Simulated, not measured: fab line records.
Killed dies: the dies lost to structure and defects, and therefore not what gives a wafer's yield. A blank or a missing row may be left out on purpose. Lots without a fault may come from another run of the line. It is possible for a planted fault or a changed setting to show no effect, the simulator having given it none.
fab line records    flow nand_harc
record: lots: 24  wafers: 72  last_day: 33
route steps=1302 shown A_CONTACT@986
lots with no fault: from the same line, run without faults
start_h: the number of hours between the record's first day and the start of the first shown wafer of the lot    wait_h: how many hours have passed since the lot's step before this one    " as in the row above    L1.1+2: one row covering several wafers at once    - no value present, or no start provided    * or withheld: withheld    < > ~ a bound
route shown NAME@n: a module of which the file shows steps, and the number in the route of the first    usual: mean/standard deviation of fault-free wafers    same: alike in all rows    chamber/n: place in a boat    sites: per-site readings    _std_site: the values' standard deviation    _edge_site: inner sites' mean taken away from outer sites' mean    radius_mm: for every site, how far away it sits from the centre of the wafer    mask NAME#n: copy n    behind: the last tool/chamber to shape the wafer    hold: the reason the lot was held/the length of the hold in hours/how it ended    device: whichever transistor did not switch (one of n, p or np)    end of line: tests of these same wafers at the route's end    where a step has no rows: the recipe by itself    killed: dies lost to structure and defects at the first sort, not the wafer's yield    map: shows each die of a wafer: x if killed, . if not, _ if none is there
set.NAME: the setting the step ran with; set.NAME@STEP: the setting that earlier step ran with    model.NAME: the simulator's own value behind a step, which no gauge read
a sample of lots followed through the steps of the route, with each step as a table and each wafer as a row
services: from which hour (start_h, from the record's first day; less than 0 if before it) a tool's chamber was out of use, for how many hours, and why
== steps ==
step: NHARC_A_CONTACT_DEP_29
recipe: target_thk_a: 1000  target_thk_nm: 100  temp_c: 400  pressure_torr: 3.5  flow_sccm: 200  rf_w: 350  material: SiON
usual: heater_power_w: 762/92  susceptor_temp_C: 400.02/0.24
lot.wafer  tool      chamber  start_h  wait_h  heater_power_w  susceptor_temp_C
L074.2     pecvd-03  2        500.79   2.9     816             400.27
L074.1     "         1        "        "       611             399.80
L074.5     "         2        "        "       842             400.15
L075.3     pecvd-02  0        504.03   2.2     662             400.06
L075.2     "         1        "        "       867             399.95
L075.5     "         1        "        "       878             399.87
L076.3     pecvd-01  1        506.81   2.1     760             399.85
L076.5     "         1        "        "       804             399.77
L076.6     "         2        "        "       807             400.16
L077.3     pecvd-03  1        520.80   2.1     629             399.95
L077.4     "         1        "        "       633             399.95
L077.5     "         2        "        "       782             400.34
L078.2     pecvd-02  0        552.00   2.9     692             400.35
L078.3     "         1        "        "       814             399.76
L078.5     "         2        "        "       657             399.98
L079.1     pecvd-02  1        555.40   3.6     776             399.64
L079.6     "         0        "        "       774             399.69
L079.4     "         2        "        "       652             400.08
L081.2     pecvd-02  1        562.19   2.9     905             400.07
L081.1     "         2        "        "       688             399.92
L081.3     "         0        "        "       727             400.19
L080.2     pecvd-02  2        566.51   2.9     694             400.17
L080.6     "         2        "        "       717             400.02
L080.4     "         0        "        "       692             400.22
L082.3     pecvd-01  1        567.09   2.2     656             400.04
L082.1     "         2        "        "       808             400.04
L082.6     "         0        "        "       759             399.92
L086.1     pecvd-02  0        585.87   3.6     721             400.08
L086.2     "         1        "        "       889             399.87
L086.5     "         1        "        "       846             399.76
L083.3     pecvd-02  1        586.71   2.2     838             400.19
L083.4     "         1        "        "       848             400.10
L083.5     "         2        "        "       667             399.92
L084.2     pecvd-01  2        592.72   2.9     805             400.16
L084.6     "         2        "        "       815             399.72
L084.5     "         1        "        "       688             400.12
L085.3     pecvd-01  1        593.07   2.2     768             400.35
L085.1     "         2        "        "       775             400.03
L085.6     "         1        "        "       776             400.52
L087.5     pecvd-02  2        610.71   0.8     803             400.45
L087.6     "         0        "        "       730             400.47
L087.4     "         1        "        "       956             400.17
L088.2     pecvd-02  0        643.44   2.9     668             399.82
L088.5     "         0        "        "       680             399.99
L088.6     "         2        "        "       625             399.90
L089.3     pecvd-01  0        643.60   2.2     773             400.25
L089.2     "         1        "        "       659             399.76
L089.1     "         2        "        "       700             400.10
L090.1     pecvd-02  0        646.85   3.6     760             399.61
L090.5     "         1        "        "       987             399.71
L090.4     "         2        "        "       749             399.71
L092.1     pecvd-03  0        682.26   3.6     787             399.97
L092.6     "         0        "        "       792             399.71
L092.5     "         1        "        "       567             400.32
L091.2     pecvd-02  1        682.35   2.9     787             399.72
L091.4     "         2        "        "       772             400.11
L091.5     "         0        "        "       774             400.11
L093.1     pecvd-01  0        690.54   3.5     729             399.82
L093.2     "         2        "        "       816             400.16
L093.5     "         2        "        "       803             400.21
L094.2     pecvd-03  1        696.66   2.8     579             399.84
L094.1     "         0        "        "       777             399.93
L094.5     "         0        "        "       757             399.63
L095.2     pecvd-02  1        696.97   2.8     982             399.97
L095.1     "         0        "        "       796             400.26
L095.5     "         2        "        "       768             399.82
L097.1     pecvd-03  2        712.07   4.0     842             399.86
L097.3     "         1        "        "       601             399.74
L097.6     "         2        "        "       852             399.79
L096.3     pecvd-02  0        716.63   2.2     748             400.27
L096.5     "         0        "        "       746             399.63
L096.6     "         2        "        "       732             400.02
step: NHARC_A_CONTACT_INSPECT_44
usual: raw_defect_count: 83/41
lot.wafer  tool               chamber  start_h  wait_h  raw_defect_count
L074.1     defect_inspect-01  -        501.64   0.0     98
L074.2     "                  -        "        "       105
L074.5     "                  -        "        "       100
L075.2     defect_inspect-01  -        504.85   0.0     115
L075.3     "                  -        "        "       110
L075.5     "                  -        "        "       109
L076.3     defect_inspect-02  -        507.63   0.0     52
L076.5     "                  -        "        "       53
L076.6     "                  -        "        "       54
L077.3     defect_inspect-01  -        521.52   0.0     55
L077.4     "                  -        "        "       55
L077.5     "                  -        "        "       51
L078.2     defect_inspect-02  -        552.72   0.0     138
L078.3     "                  -        "        "       145
L078.5     "                  -        "        "       156
L079.1     defect_inspect-02  -        556.21   0.0     22
L079.4     "                  -        "        "       36
L079.6     "                  -        "        "       22
L081.1     defect_inspect-01  -        563.04   0.0     151
L081.2     "                  -        "        "       148
L081.3     "                  -        "        "       152
L080.2     defect_inspect-01  -        567.36   0.0     24
L080.4     "                  -        "        "       19
L080.6     "                  -        "        "       23
L082.1     defect_inspect-01  -        567.92   0.0     118
L082.3     "                  -        "        "       131
L082.6     "                  -        "        "       121
L086.1     defect_inspect-01  -        586.69   0.0     109
L086.2     "                  -        "        "       119
L086.5     "                  -        "        "       113
L083.3     defect_inspect-02  -        587.56   0.0     73
L083.4     "                  -        "        "       69
L083.5     "                  -        "        "       75
L084.2     defect_inspect-02  -        593.44   0.0     133
L084.5     "                  -        "        "       136
L084.6     "                  -        "        "       118
L085.1     defect_inspect-02  -        593.90   0.0     20
L085.3     "                  -        "        "       18
L085.6     "                  -        "        "       16
L087.4     defect_inspect-01  -        611.34   0.0     65
L087.5     "                  -        "        "       65
L087.6     "                  -        "        "       73
L088.2     defect_inspect-02  -        644.29   0.0     21
L088.5     "                  -        "        "       20
L088.6     "                  -        "        "       21
L089.1     defect_inspect-01  -        644.45   0.0     114
L089.2     "                  -        "        "       147
L089.3     "                  -        "        "       147
L090.1     defect_inspect-02  -        647.64   0.0     88
L090.4     "                  -        "        "       99
L090.5     "                  -        "        "       83
L092.1     defect_inspect-01  -        683.10   0.0     98
L092.5     "                  -        "        "       112
L092.6     "                  -        "        "       94
L091.2     defect_inspect-02  -        683.25   0.0     80
L091.4     "                  -        "        "       62
L091.5     "                  -        "        "       73
L093.1     defect_inspect-02  -        691.35   0.0     27
L093.2     "                  -        "        "       29
L093.5     "                  -        "        "       37
L094.1     defect_inspect-01  -        697.38   0.0     73
L094.2     "                  -        "        "       75
L094.5     "                  -        "        "       75
L095.1     defect_inspect-01  -        697.82   0.0     113
L095.2     "                  -        "        "       111
L095.5     "                  -        "        "       108
L097.1     defect_inspect-01  -        712.80   0.0     53
L097.3     "                  -        "        "       59
L097.6     "                  -        "        "       57
L096.3     defect_inspect-01  -        717.36   0.0     85
L096.5     "                  -        "        "       70
L096.6     "                  -        "        "       80
step: NHARC_A_CONTACT_ETCH_111
recipe: source_w: withheld  pressure_mtorr: 20  bias_v: withheld  time_s: 140  target_depth_a: 7000  ar_flow_sccm: withheld  c4f8_flow_sccm: withheld  o2_flow_sccm: withheld  chemistry: C4F8/O2/Ar
lot.wafer  tool             chamber  start_h  wait_h  rf_hours_counter_h
L074.1     har_cap_etch-02  0        505.60   -       84
L074.2     "                1        "        "       84
L074.5     "                1        "        "       -
L075.2     har_cap_etch-03  1        507.10   -       42
L075.3     "                1        "        "       -
L075.5     "                0        "        "       -
L076.3     har_cap_etch-02  0        509.57   -       -
L076.5     "                0        "        "       -
L076.6     "                1        "        "       -
L077.4     har_cap_etch-03  0        523.46   -       -
L077.3     "                1        "        "       -
L077.5     "                0        "        "       -
L078.2     har_cap_etch-03  1        554.64   -       49
L078.3     "                0        "        "       -
L078.5     "                0        "        "       -
L079.1     har_cap_etch-01  0        558.13   -       5
L079.4     "                0        "        "       -
L079.6     "                1        "        "       -
L081.2     har_cap_etch-03  1        564.94   -       52
L081.1     "                0        "        "       52
L081.3     "                1        "        "       -
L080.2     har_cap_etch-02  0        569.32   -       93
L080.4     "                1        "        "       -
L080.6     "                1        "        "       -
L082.1     har_cap_etch-01  1        569.84   -       9
L082.3     "                0        "        "       -
L082.6     "                1        "        "       -
L086.1     har_cap_etch-03  1        588.56   -       58
L086.2     "                0        "        "       58
L086.5     "                0        "        "       -
L083.3     har_cap_etch-01  0        589.87   -       -
L083.4     "                1        "        "       -
L083.5     "                0        "        "       -
L084.2     har_cap_etch-02  1        595.45   -       101
L084.5     "                1        "        "       -
L084.6     "                0        "        "       -
L085.1     har_cap_etch-01  0        595.81   -       17
L085.3     "                0        "        "       -
L085.6     "                1        "        "       -
L087.4     har_cap_etch-01  0        613.30   -       -
L087.6     "                0        "        "       -
L087.5     "                1        "        "       -
L088.2     har_cap_etch-02  1        646.21   -       108
L088.5     "                0        "        "       -
L088.6     "                1        "        "       -
L089.2     har_cap_etch-01  1        646.34   -       25
L089.1     "                0        "        "       25
L089.3     "                1        "        "       -
L090.1     har_cap_etch-03  1        649.56   -       69
L090.4     "                0        "        "       -
L090.5     "                0        "        "       -
L092.1     har_cap_etch-01  0        684.99   -       30
L092.5     "                0        "        "       -
L092.6     "                1        "        "       -
L091.2     har_cap_etch-02  1        685.20   -       113
L091.4     "                0        "        "       -
L091.5     "                1        "        "       -
L093.2     har_cap_etch-03  1        693.57   -       74
L093.1     "                0        "        "       74
L093.5     "                1        "        "       -
L094.2     har_cap_etch-02  1        699.27   -       115
L094.1     "                0        "        "       115
L094.5     "                0        "        "       -
L095.1     har_cap_etch-03  1        699.70   -       76
L095.2     "                0        "        "       76
L095.5     "                0        "        "       -
L097.1     har_cap_etch-03  0        714.68   -       81
L097.3     "                0        "        "       -
L097.6     "                1        "        "       -
L096.3     har_cap_etch-03  1        719.77   -       -
L096.5     "                1        "        "       -
L096.6     "                0        "        "       -
step: NHARC_A_CONTACT_ETCH_77
recipe: target_depth_a: 1089  time_s: 54.5  cf4_flow_sccm: 100  chf3_flow_sccm: 30  ar_flow_sccm: 0  rf_w: 500  bias_w: 200  chemistry: CF4/CHF3
usual: chf3_flow_sccm: 30.00/0.093  drypump_motor_current_A: 5.7/0.38  oes_product_au: 0.938/0.022  rf_vpp_V: 369.2/2.6  showerhead_plenum_p_Torr: 1.53/0.076  throttle_valve_pct: 16.802/0.0083
lot.wafer  tool         chamber  start_h  wait_h  chf3_flow_sccm  drypump_motor_current_A  oes_product_au  rf_hours_counter_h  rf_vpp_V  showerhead_plenum_p_Torr  throttle_valve_pct
L074.1     rie_diel-09  1        -        -       30.07           5.7                      0.968           1                   366.7     1.46                      16.792
L074.2     "            3        "        "       30.03           6.2                      0.960           2                   366.5     1.48                      16.803
L074.5     "            1        "        "       30.19           5.7                      0.969           -                   367.2     1.46                      16.790
L075.2     rie_diel-11  1        -        -       29.87           5.8                      0.920           23                  368.3     1.54                      16.810
L075.3     "            2        "        "       29.92           6.4                      0.929           32                  369.3     1.50                      16.784
L075.5     "            1        "        "       29.89           5.8                      0.914           -                   368.1     1.54                      16.794
L076.3     rie_diel-11  0        -        -       29.84           5.5                      0.932           29                  370.4     1.57                      16.796
L076.6     "            3        "        "       29.86           5.9                      0.932           -                   368.0     1.52                      16.805
L076.5     "            0        "        "       29.96           5.5                      0.920           -                   370.5     1.57                      16.804
L077.4     rie_diel-09  1        -        -       29.83           5.7                      0.919           5                   367.2     1.46                      16.795
L077.3     "            2        "        "       29.89           5.7                      0.935           5                   367.8     1.47                      16.804
L077.5     "            3        "        "       30.00           6.2                      0.930           -                   368.0     1.48                      16.807
L078.3     rie_diel-09  0        -        -       29.98           5.3                      0.921           9                   373.5     1.66                      16.810
L078.2     "            2        "        "       30.07           5.6                      0.916           9                   368.3     1.47                      16.806
L078.5     "            0        "        "       29.93           5.3                      0.923           -                   374.4     1.66                      16.812
L079.4     rie_diel-09  0        -        -       30.14           5.3                      0.933           12                  373.2     1.66                      16.806
L079.1     "            2        "        "       30.10           5.6                      0.932           11                  367.2     1.47                      16.801
L079.6     "            0        "        "       30.10           5.3                      0.930           -                   374.6     1.66                      16.792
L081.2     rie_diel-09  0        -        -       30.06           5.3                      0.961           13                  373.7     1.66                      16.805
L081.1     "            2        "        "       29.95           5.7                      0.982           11                  368.5     1.47                      16.790
L081.3     "            3        "        "       29.94           6.2                      0.969           11                  366.6     1.48                      16.801
L080.4     rie_diel-08  1        -        -       30.11           4.8                      0.959           6                   368.5     1.54                      16.799
L080.2     "            0        "        "       30.06           5.3                      0.980           6                   370.1     1.56                      16.819
L080.6     "            1        "        "       29.95           4.8                      0.950           -                   370.3     1.54                      16.786
L082.3     rie_diel-09  2        -        -       29.95           5.7                      0.931           12                  367.3     1.47                      16.801
L082.1     "            3        "        "       29.87           6.2                      0.920           12                  366.4     1.48                      16.810
L082.6     "            1        "        "       30.05           5.7                      0.926           -                   366.6     1.46                      16.801
L086.2     rie_diel-09  1        -        -       30.03           5.7                      0.962           20                  366.4     1.46                      16.806
L086.1     "            3        "        "       29.98           6.2                      0.969           16                  366.4     1.47                      16.814
L086.5     "            0        "        "       29.93           5.3                      0.974           -                   375.1     1.65                      16.813
L083.3     rie_diel-09  0        -        -       29.92           5.3                      0.927           20                  374.6     1.65                      16.801
L083.4     "            3        "        "       30.01           6.2                      0.919           17                  366.7     1.47                      16.795
L083.5     "            1        "        "       30.02           5.7                      0.919           -                   366.7     1.46                      16.821
L084.2     rie_diel-11  1        -        -       30.06           5.8                      0.914           55                  367.7     1.53                      16.823
L084.6     "            0        "        "       29.84           5.5                      0.922           -                   368.9     1.56                      16.793
L084.5     "            1        "        "       30.12           5.8                      0.920           -                   369.5     1.53                      16.792
L085.1     rie_diel-09  3        -        -       30.08           6.2                      0.924           18                  367.4     1.47                      16.797
L085.3     "            2        "        "       30.02           5.6                      0.938           16                  368.0     1.47                      16.806
L085.6     "            0        "        "       29.90           5.3                      0.918           -                   372.6     1.65                      16.788
L087.4     rie_diel-09  3        -        -       29.87           6.2                      0.927           21                  367.5     1.47                      16.803
L087.6     "            2        "        "       30.03           5.7                      0.946           -                   366.0     1.47                      16.799
L087.5     "            3        "        "       29.97           6.2                      0.926           -                   366.8     1.47                      16.803
L089.2     rie_diel-09  1        -        -       29.98           5.7                      0.924           29                  367.4     1.46                      16.813
L089.3     "            2        "        "       29.99           5.6                      0.931           23                  366.8     1.46                      16.801
L089.1     "            0        "        "       30.01           5.3                      0.919           27                  371.6     1.65                      16.813
L088.2     rie_diel-08  2        -        -       29.76           5.9                      0.922           27                  369.1     1.54                      16.798
L088.6     "            2        "        "       29.85           6.0                      0.927           -                   368.7     1.54                      16.801
L088.5     "            3        "        "       30.09           6.1                      0.919           -                   367.0     1.47                      16.801
L090.4     rie_diel-09  2        -        -       30.05           5.6                      0.980           24                  368.2     1.46                      16.816
L090.1     "            0        "        "       30.07           5.3                      0.975           28                  372.1     1.65                      16.793
L090.5     "            3        "        "       30.03           6.2                      0.976           -                   368.2     1.47                      16.801
L092.1     rie_diel-08  2        -        -       29.89           5.9                      0.963           40                  370.0     1.53                      16.801
L092.5     "            0        "        "       29.97           5.3                      0.997           -                   369.8     1.55                      16.800
L092.6     "            1        "        "       30.13           4.8                      0.956           -                   369.6     1.53                      16.799
L091.4     rie_diel-08  3        -        -       29.94           6.1                      0.925           47                  367.6     1.47                      16.803
L091.2     "            1        "        "       30.01           4.8                      0.919           45                  368.2     1.53                      16.809
L091.5     "            3        "        "       29.82           6.1                      0.922           -                   367.1     1.46                      16.805
L093.1     rie_diel-11  1        -        -       30.11           5.8                      0.966           31                  370.9     1.52                      16.802
L093.2     "            0        "        "       30.01           5.5                      0.965           27                  371.5     1.56                      16.803
L093.5     "            1        "        "       29.82           5.8                      0.952           -                   367.7     1.52                      16.795
L095.1     rie_diel-09  1        -        -       29.91           5.7                      0.922           4                   374.4     1.70                      16.808
L095.2     "            2        "        "       29.95           5.6                      0.931           4                   367.7     1.46                      16.796
L095.5     "            0        "        "       29.92           5.3                      0.922           -                   372.4     1.65                      16.797
L094.2     rie_diel-11  2        -        -       29.99           6.4                      0.929           28                  367.1     1.48                      16.808
L094.1     "            1        "        "       29.90           5.8                      0.936           33                  369.1     1.52                      16.798
L094.5     "            1        "        "       30.04           5.8                      0.924           -                   367.5     1.52                      16.800
L097.1     rie_diel-09  0        -        -       29.88           5.3                      0.911           7                   372.7     1.65                      16.796
L097.3     "            3        "        "       29.96           6.2                      0.907           7                   367.3     1.47                      16.799
L097.6     "            0        "        "       29.87           5.3                      0.915           -                   371.9     1.65                      16.822
L096.3     rie_diel-09  1        -        -       30.12           5.7                      0.956           7                   373.4     1.70                      16.802
L096.6     "            2        "        "       30.02           5.6                      0.937           -                   366.8     1.46                      16.803
L096.5     "            3        "        "       30.16           6.2                      0.913           -                   368.3     1.47                      16.795
step: NHARC_A_CONTACT_ETCH_128
recipe: source_w: withheld  pressure_mtorr: 20  bias_v: 3000  time_s: 197  target_depth_a: 19180  ar_flow_sccm: withheld  c4f8_flow_sccm: withheld  o2_flow_sccm: withheld  chemistry: C4F8/O2/Ar
lot.wafer  tool             chamber  start_h  wait_h  rf_hours_counter_h
L074.2     har_cap_etch-03  0        516.21   0.1     45
L074.1     "                1        "        "       45
L074.5     "                1        "        "       -
L075.2     har_cap_etch-01  1        519.45   0.1     1
L075.3     "                1        "        "       -
L075.5     "                0        "        "       -
L076.3     har_cap_etch-02  0        522.74   0.1     -
L076.5     "                1        "        "       -
L076.6     "                0        "        "       -
L077.4     har_cap_etch-01  0        534.31   0.1     -
L077.3     "                1        "        "       -
L077.5     "                0        "        "       -
L078.2     har_cap_etch-01  1        566.07   0.1     8
L078.3     "                1        "        "       -
L078.5     "                1        "        "       -
L079.1     har_cap_etch-03  1        576.07   0.2     55
L079.4     "                0        "        "       -
L079.6     "                0        "        "       -
L081.1     har_cap_etch-01  0        579.25   0.1     12
L081.2     "                1        "        "       12
L081.3     "                1        "        "       -
L080.2     har_cap_etch-02  0        580.24   0.1     97
L080.4     "                1        "        "       -
L080.6     "                0        "        "       -
L082.1     har_cap_etch-03  1        582.21   0.1     56
L082.3     "                0        "        "       -
L082.6     "                1        "        "       -
L086.2     har_cap_etch-03  1        599.15   0.1     62
L086.1     "                0        "        "       62
L086.5     "                1        "        "       -
L083.3     har_cap_etch-02  1        600.66   0.1     -
L083.4     "                0        "        "       -
L083.5     "                0        "        "       -
L084.2     har_cap_etch-01  1        608.86   0.1     20
L084.5     "                0        "        "       -
L084.6     "                1        "        "       -
L085.1     har_cap_etch-03  1        609.50   0.1     64
L085.3     "                1        "        "       -
L085.6     "                0        "        "       -
L087.4     har_cap_etch-01  0        625.74   0.1     -
L087.5     "                0        "        "       -
L087.6     "                1        "        "       -
L089.2     har_cap_etch-01  1        657.03   0.1     28
L089.1     "                0        "        "       28
L089.3     "                0        "        "       -
L088.2     har_cap_etch-02  1        658.25   0.1     110
L088.5     "                1        "        "       -
L088.6     "                0        "        "       -
L090.1     har_cap_etch-03  0        660.90   0.1     72
L090.4     "                1        "        "       -
L090.5     "                0        "        "       -
L092.1     har_cap_etch-01  0        698.85   0.2     33
L092.6     "                0        "        "       -
L092.5     "                1        "        "       -
L091.2     har_cap_etch-01  0        701.98   0.2     35
L091.4     "                1        "        "       -
L091.5     "                0        "        "       -
L093.2     har_cap_etch-02  1        708.57   0.1     118
L093.1     "                0        "        "       118
L093.5     "                0        "        "       -
L095.1     har_cap_etch-01  0        711.00   0.2     37
L095.2     "                1        "        "       37
L095.5     "                1        "        "       -
L094.2     har_cap_etch-02  0        714.26   0.1     120
L094.1     "                1        "        "       120
L094.5     "                0        "        "       -
L097.1     har_cap_etch-02  0        726.61   0.1     123
L097.3     "                1        "        "       -
L097.6     "                1        "        "       -
L096.3     har_cap_etch-03  0        730.77   0.1     -
L096.6     "                0        "        "       -
L096.5     "                1        "        "       -
step: NHARC_A_CONTACT_ETCH_129
recipe: source_w: withheld  pressure_mtorr: 20  bias_v: 3000  time_s: 197  target_depth_a: 19180  ar_flow_sccm: withheld  c4f8_flow_sccm: withheld  o2_flow_sccm: withheld  chemistry: C4F8/O2/Ar
lot.wafer  tool             chamber  start_h  wait_h  rf_hours_counter_h
L074.2     har_cap_etch-03  0        516.39   0.1     45
L074.1     "                1        "        "       45
L074.5     "                1        "        "       -
L075.2     har_cap_etch-01  1        519.63   0.1     1
L075.3     "                1        "        "       -
L075.5     "                0        "        "       -
L076.3     har_cap_etch-02  0        522.92   0.1     -
L076.5     "                1        "        "       -
L076.6     "                0        "        "       -
L077.4     har_cap_etch-01  0        534.48   0.1     -
L077.3     "                1        "        "       -
L077.5     "                0        "        "       -
L078.2     har_cap_etch-01  1        566.25   0.1     8
L078.3     "                1        "        "       -
L078.5     "                1        "        "       -
L079.1     har_cap_etch-03  1        576.31   0.2     55
L079.4     "                0        "        "       -
L079.6     "                0        "        "       -
L081.1     har_cap_etch-01  0        579.43   0.1     12
L081.2     "                1        "        "       12
L081.3     "                1        "        "       -
L080.2     har_cap_etch-02  0        580.42   0.1     97
L080.4     "                1        "        "       -
L080.6     "                0        "        "       -
L082.1     har_cap_etch-03  1        582.38   0.1     57
L082.3     "                0        "        "       -
L082.6     "                1        "        "       -
L086.2     har_cap_etch-03  1        599.33   0.1     62
L086.1     "                0        "        "       62
L086.5     "                1        "        "       -
L083.3     har_cap_etch-02  1        600.83   0.1     -
L083.4     "                0        "        "       -
L083.5     "                0        "        "       -
L084.2     har_cap_etch-01  1        609.04   0.1     20
L084.5     "                0        "        "       -
L084.6     "                1        "        "       -
L085.1     har_cap_etch-03  1        609.67   0.1     64
L085.3     "                1        "        "       -
L085.6     "                0        "        "       -
L087.4     har_cap_etch-01  0        625.92   0.1     -
L087.5     "                0        "        "       -
L087.6     "                1        "        "       -
L089.2     har_cap_etch-01  1        657.21   0.1     28
L089.1     "                0        "        "       28
L089.3     "                0        "        "       -
L088.2     har_cap_etch-02  1        658.43   0.1     111
L088.5     "                1        "        "       -
L088.6     "                0        "        "       -
L090.1     har_cap_etch-03  0        661.07   0.1     72
L090.4     "                1        "        "       -
L090.5     "                0        "        "       -
L092.1     har_cap_etch-01  0        699.08   0.2     33
L092.6     "                0        "        "       -
L092.5     "                1        "        "       -
L091.2     har_cap_etch-01  0        702.22   0.2     35
L091.4     "                1        "        "       -
L091.5     "                0        "        "       -
L093.2     har_cap_etch-02  1        708.74   0.1     118
L093.1     "                0        "        "       118
L093.5     "                0        "        "       -
L095.1     har_cap_etch-01  0        711.24   0.2     37
L095.2     "                1        "        "       37
L095.5     "                1        "        "       -
L094.2     har_cap_etch-02  0        714.44   0.1     120
L094.1     "                1        "        "       120
L094.5     "                0        "        "       -
L097.1     har_cap_etch-02  0        726.79   0.1     123
L097.3     "                1        "        "       -
L097.6     "                1        "        "       -
L096.3     har_cap_etch-03  0        730.95   0.1     -
L096.6     "                0        "        "       -
L096.5     "                1        "        "       -
== services ==
tool             chamber  start_h  hours  kind
pecvd-03         -        480.61   0.3    repair
pecvd-01         -        492.18   13.0   pm
rie_diel-11      1        496.97   9.3    repair
rie_diel-09      -        497.19   9.0    pm
har_cap_etch-01  -        498.98   17.0   pm
pecvd-01         -        509.13   1.8    repair
pecvd-03         -        547.06   13.0   pm
pecvd-01         -        553.19   1.6    repair
har_cap_etch-02  -        561.56   3.9    repair
pecvd-01         2        570.42   13.7   repair
pecvd-01         -        574.51   2.9    repair
rie_diel-09      2        583.96   4.6    repair
pecvd-02         -        589.18   13.0   pm
har_cap_etch-03  -        593.66   1.3    repair
rie_diel-11      -        609.52   9.0    pm
rie_diel-11      0        620.33   3.0    repair
pecvd-01         -        621.71   1.0    repair
har_cap_etch-02  -        632.06   0.4    repair
rie_diel-09      3        633.77   4.6    repair
rie_diel-11      3        653.03   5.0    repair
pecvd-01         -        673.18   13.0   pm
rie_diel-09      -        674.19   9.0    pm
pecvd-01         -        712.62   0.6    repair
rie_diel-09      1        717.57   6.1    repair
== key ==
fault none
